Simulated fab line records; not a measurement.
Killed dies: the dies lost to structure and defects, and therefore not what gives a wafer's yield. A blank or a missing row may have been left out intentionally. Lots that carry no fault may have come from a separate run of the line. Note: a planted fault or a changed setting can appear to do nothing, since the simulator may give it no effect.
The same fault as seen by 2 desks ; flow nand-harc ; each desk has only its own numbers; what lay behind them comes last

## METROLOGY DESK
What the gauges read for every lot (on any tool): the sampled wafers with a number, averaged. Marked OUT: a lot whose mean sits more than 4 standard deviations from the usual mean, which makes it out of limits; the brackets give that distance.
Columns: A = cd-nm at NHARC_THIN_TSV_CD_MEAS_16, usual 1000.5 nm; B = cd-nm at NHARC_THIN_TSV_CD_MEAS_33, usual 4999.1 nm; C = cd-nm at NHARC_THIN_TSV_CD_MEAS_37, usual 5000 nm
lot;first seen here;A;B;C
L391;day 24 06:34;998.8;4998.7;4997
L394;day 24 12:07;1002.7;5000.0;5003
L396;day 25 05:49;999.0;4999.9;4999
L398;day 26 15:15;999.6;5000.9;5001
L399;day 26 22:58;997.4;4997.8;4997
L405;day 29 07:12;1002.8;4999.3;5001
L406;day 29 08:21;998.3;4998.8;4997
L408;day 31 09:59;999.2;4998.9;4998
L409;day 32 03:38;1001.2;4999.8;5002
L410;day 32 04:34;1000.8;5002.1;5002
L411;day 32 05:53;1001.7;5000.3;5001
L414;day 32 13:48;1000.4;4998.0;4997
L413;day 32 15:15;1002.4;4998.0;5000
This desk's verdict: no lot among the 13 shows anything out of limits.

## FOR THE TOOL OWNER'S DESK: pvd-sputter-01
The tool's own readings at NHARC_P_M1_PVD_20 (deposits TaN, target thk 5 nm, time 8.06 s): means of the sampled wafers that have a number, for each lot that ran on this tool. Marked OUT: a lot whose mean sits more than 4 standard deviations from the usual mean, which makes it out of limits; the brackets give that distance.
Columns: A = throttle-valve-pct at NHARC_P_M1_PVD_20, usual 30.1 %
lot;first seen here;A
L396;day 8 05:01;29.6
L399;day 9 16:06;30.2
L406;day 12 13:50;30.5
L413;day 15 16:58;30.1
This desk's verdict: no lot among the 4 shows anything out of limits.

## BROUGHT TOGETHER
Nothing out of limits was seen by the metrology desk.
Nothing out of limits was seen by the tool owner's desk.

## WHAT THE SIMULATOR HAD INSERTED
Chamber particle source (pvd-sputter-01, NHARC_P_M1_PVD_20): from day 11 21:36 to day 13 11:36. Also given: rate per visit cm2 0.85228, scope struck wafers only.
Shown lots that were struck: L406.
